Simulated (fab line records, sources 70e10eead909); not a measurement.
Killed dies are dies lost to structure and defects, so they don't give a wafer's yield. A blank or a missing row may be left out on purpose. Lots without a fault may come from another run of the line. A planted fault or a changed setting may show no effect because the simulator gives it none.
A struck lot beside a sound one | flow nand_harc | 14 steps out of a route of 1302
Sound: wafers L995.1, L995.2, L995.4. Struck: wafers L988.2, L988.4, L988.5. The cause comes at the end.
At each step with rows: each side's tool, then ch and its chambers, then its first start. Under that, the readings that differ: sound wafers | struck wafers | difference of the means | sigmas: that difference in standard deviations of wafers without a fault.
alike: readings whose means differ by less than 2 such deviations, and words and numbers that are the same on both sides. not compared: withheld readings, readings that some wafer has no value for, bounds like >300 that may hide the same value, and numbers for which the record gives no deviation and whose values overlap.
The two part at a step that has a row with sigmas, a row that says differs or no value, or rows on one side only. Numbers that don't overlap but have no deviation are shown without sigmas and don't part them. A reading that every wafer of one side lacks parts them only if that side has two wafers or more.

first, 9 steps without rows for these wafers: NHARC_P_ZERO_WELL_STRIP_15 (strips in SPM, time 900 s); NHARC_P_ZERO_WELL_DEHYDRATE_16 (time 120 s); NHARC_P_ZERO_WELL_HMDS_17 (time 30 s); NHARC_P_ZERO_WELL_COAT_18; NHARC_P_ZERO_WELL_SOFTBAKE_19 (time 95 s); NHARC_P_ZERO_WELL_EBR_20; NHARC_P_ZERO_WELL_EXPOSE_21 (exposes mask P NWELL, target cd 720 nm); NHARC_P_ZERO_WELL_PEB_22 (peb time 85 s); NHARC_P_ZERO_WELL_DEVELOP_23 (time 70 s).
NHARC_P_ZERO_WELL_CD_MEAS_24: target cd 720 nm.
  sound on cd_sem-01 ch 0, day 6 12:40; struck on cd_sem-01 ch 0, day 3 14:39
  reading    | sound             | struck            | difference | sigmas
  cd_nm (nm) | 717.5 719.4 714.8 | 724.0 723.9 723.2 | +6.5       | +3
then, 1 step without rows for these wafers: NHARC_P_ZERO_WELL_HARDBAKE_25 (time 80 s).
NHARC_P_ZERO_WELL_DESCUM_26: chemistry O2, time 3 s.
  sound on rie_diel-13 ch 0,1,2, day 6 12:50; struck on rie_diel-01 ch 0,2,3, day 3 14:50
  reading               | sound             | struck            | difference | sigmas
  oes_product_au (a.u.) | 1.016 0.986 1.024 | 0.974 0.989 0.977 | -0.029     | -2
  alike: drypump_motor_current_A, rf_vpp_V, showerhead_plenum_p_Torr, throttle_valve_pct
  not compared: rf_hours_counter_h
NHARC_P_ZERO_WELL_IMPLANT_27:
  sound on implanter-01 ch 0, day 6 12:58; struck on implanter-02 ch 0, day 3 15:25
then, 1 step without rows for these wafers: NHARC_P_ZERO_WELL_IMPLANT_57.

WHERE THEY PART
First at NHARC_P_ZERO_WELL_CD_MEAS_24; last, within this record, at NHARC_P_ZERO_WELL_DESCUM_26.

WHY: what the simulator had put in
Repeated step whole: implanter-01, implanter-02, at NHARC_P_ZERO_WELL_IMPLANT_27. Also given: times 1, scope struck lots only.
